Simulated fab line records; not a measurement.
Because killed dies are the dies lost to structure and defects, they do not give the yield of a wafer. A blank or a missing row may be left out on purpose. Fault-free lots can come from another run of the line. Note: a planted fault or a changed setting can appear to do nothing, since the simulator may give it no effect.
Struck lot and sound lot, side by side	flow nand harc	41 steps out of a route of 1302
Sound: these wafers, L504.1, L504.2, L504.6. Struck: wafer L511.4. (L511.1, L511.6 of the same lot were not struck and are left out.) The cause comes at the end.
Order at every step that has rows: each side's tool, ch and its chambers, its first start. Under that, the readings that differ: sound wafers	struck wafers	difference of the means	sigmas: that difference in standard deviations of wafers without a fault.
alike: words and numbers the same on both sides, and readings whose means are apart by under 2 such deviations; not compared: readings that were withheld, readings missing a value for some wafer, numbers with overlapping values and no deviation given by the record, and bounds like >300 which may hide the same value.
A row with sigmas, a row that says differs or no value, or rows on one side alone: a step with any of these is where the two part. When numbers do not overlap yet have no deviation, they are printed without sigmas and do not part them. Lack of a reading on every wafer of one side parts them only where that side has two or more wafers.

first, 8 steps without rows for these wafers: NHARC_A_M1_HMDS_02 (time 30 s); NHARC_A_M1_COAT_34 (time 65 s); NHARC_A_M1_COAT_03 (resist thk 90 nm); NHARC_A_M1_SOFTBAKE_04 (time 55 s); NHARC_A_M1_EBR_05; NHARC_A_M1_EXPOSE_06 (exposes mask A M1, target cd 120 nm); NHARC_A_M1_PEB_07 (peb time 65 s); NHARC_A_M1_DEVELOP_08 (develop time 35 s).
NHARC_A_M1_CD_MEAS_09: target cd 120 nm.
  sound on cd sem-02 ch 0, day 24 21:12; struck on cd sem-03 ch 0, day 27 17:34
  alike: cd nm
NHARC_A_M1_OVL_MEAS_10: pitch 240 nm.
  sound: overlay-02 at day 24 21:17; struck: overlay-02 at day 27 17:40
  alike: overlay x nm, overlay y nm
NHARC_A_M1_INSPECT_11:
  sound: defect inspect-01 at day 24 21:20; struck: defect inspect-02 at day 27 17:42
reading	sound	struck	difference	sigmas
raw defect count	148 163 157	74	-82	-2
then, 1 step without rows for these wafers: NHARC_A_M1_DESCUM_14 (chemistry O2, time 3 s).
NHARC_A_M1_ETCH_35: etches the open film in N2/H2, target depth 40 nm, overetch 12 nm, time 43.94 s.
  sound on rie diel-04 ch 0,2,3, day 24 21:29; struck on rie diel-04 ch 3, day 27 17:52
  alike: drypump motor current A, oes product au, rf fwd power W, rf vpp V, showerhead plenum p Torr, throttle valve pct
  not compared: rf hours counter h
NHARC_A_M1_ETCH_15: etches the open film in C4F8/Ar, target depth 182.5 nm, time 91.2 s.
  sound: rie diel-04 ch 1,2,3; struck: rie diel-04 ch 2
reading	sound	struck	difference	sigmas
rf fwd power W (W)	597.6 593.9 596.5	603.2	+7.2	+3
  alike: oes product au, rf vpp V
  not compared: rf hours counter h
NHARC_A_M1_CD_MEAS_16:
  sound: cd sem-01 at day 24 21:41; struck: cd sem-03 at day 27 18:04
  alike: cd nm
then, 1 step without rows for these wafers: NHARC_A_M1_STRIP_18 (strips in N2/H2).
NHARC_A_M1_ETCH_28: etches the open film in CF4/N2, target depth 30 nm, time 72.99 s.
  sound: rie diel-04 ch 0,1,2; struck: rie diel-05 ch 2
  alike: cf4 flow sccm, drypump motor current A, oes product au, rf fwd power W, rf vpp V, showerhead plenum p Torr, throttle valve pct
  not compared: rf hours counter h
then, 1 step without rows for these wafers: NHARC_A_M1_STRIP_19 (strips in post etch residue remover, time 600 s).
NHARC_A_M1_DEGAS_29: time 60 s.
  sound: pvd sputter-01 at day 24 22:26; struck: pvd sputter-03 at day 27 18:47
reading	sound	struck	difference	sigmas
heater power w (W)	305 364 302	406	+82	+2
  alike: susceptor temp C
NHARC_A_M1_PRE_CLEAN_30: time 30 s.
  sound on pvd sputter-01; struck on pvd sputter-03
  alike: heater power w, susceptor temp C
then, 5 steps without rows for these wafers: NHARC_A_M1_PVD_20 (deposits TaN, target thk 5 nm, time 8.06 s); NHARC_A_M1_PVD_21 (deposits Cu, target thk 30 nm, time 20.49 s); NHARC_A_M1_ECD_22 (material Cu, target thk 400 nm); NHARC_A_M1_ANNEAL_31 (time 90 s); NHARC_A_M1_CMP_23 (polishes, t overpolish 20 s, target thk 154.34 nm).
NHARC_A_M1_THK_MEAS_24: measures by xrf.
  sound: film metro-01 at day 24 23:50; struck: film metro-01 at day 27 20:11
  alike: thk nm
then, 3 steps without rows for these wafers: NHARC_A_M1_SRD_25; NHARC_A_M1_PRE_CLEAN_32 (time 12 s); NHARC_A_M1_DEP_33 (deposits SiCN, target thk 30 nm).
NHARC_A_BONDPAD_DEP_00: deposits SiCN, target thk 250 nm.
  sound on pecvd-02 ch 0,1,2, day 25 00:41; struck on pecvd-01 ch 2, day 27 21:08
  alike: heater power w, rf fwd power W, susceptor temp C
then, 1 step without rows for these wafers: NHARC_A_BONDPAD_CMP_29 (polishes SiCN, target thk 200 nm).
NHARC_A_BONDPAD_THK_MEAS_30: measures by ellipsometry.
  sound: film metro-01 at day 25 01:20; struck: film metro-01 at day 27 21:42
  alike: thk nm
then, 8 steps without rows for these wafers: NHARC_A_BONDPAD_SRD_31; NHARC_A_BONDPAD_DEHYDRATE_01 (time 120 s); NHARC_A_BONDPAD_HMDS_02 (time 30 s); NHARC_A_BONDPAD_COAT_33 (time 65 s); NHARC_A_BONDPAD_COAT_03 (resist thk 600 nm); NHARC_A_BONDPAD_SOFTBAKE_04 (time 70 s); NHARC_A_BONDPAD_EBR_05; NHARC_A_BONDPAD_EXPOSE_06 (exposes mask A BPAD).
NHARC_END_SORT_01:
  sound on prober-01 ch 0, day 26 09:25; struck on prober-02 ch 0, day 29 06:35
reading	sound	struck	difference	sigmas
defect limited yield (%)	88.3 85.4 84.9	77.3	-8.9	-3
killed at array	76 93 96	146	+58	+3
killed dies	79 99 102	154	+61	+3
sort_bin_3_pct (%)	1.9 2.1 0.9	4.6	+3.0	+7
sort_bin_4_pct (%)	5.2 6.8 8.7	10.5	+3.6	+2
sort n pass	598 578 575	523	-61	-3
sort yield pct (%)	88.3 85.4 84.9	77.3	-8.9	-3
  alike: killed at other, killed at periphery, killed open, killed short, sort_bin_2_pct, sort rim yield pct

WHERE THEY PART
Last at NHARC_END_SORT_01 as far as this record goes, first at NHARC_A_M1_INSPECT_11.

WHY: whatever the simulator had introduced
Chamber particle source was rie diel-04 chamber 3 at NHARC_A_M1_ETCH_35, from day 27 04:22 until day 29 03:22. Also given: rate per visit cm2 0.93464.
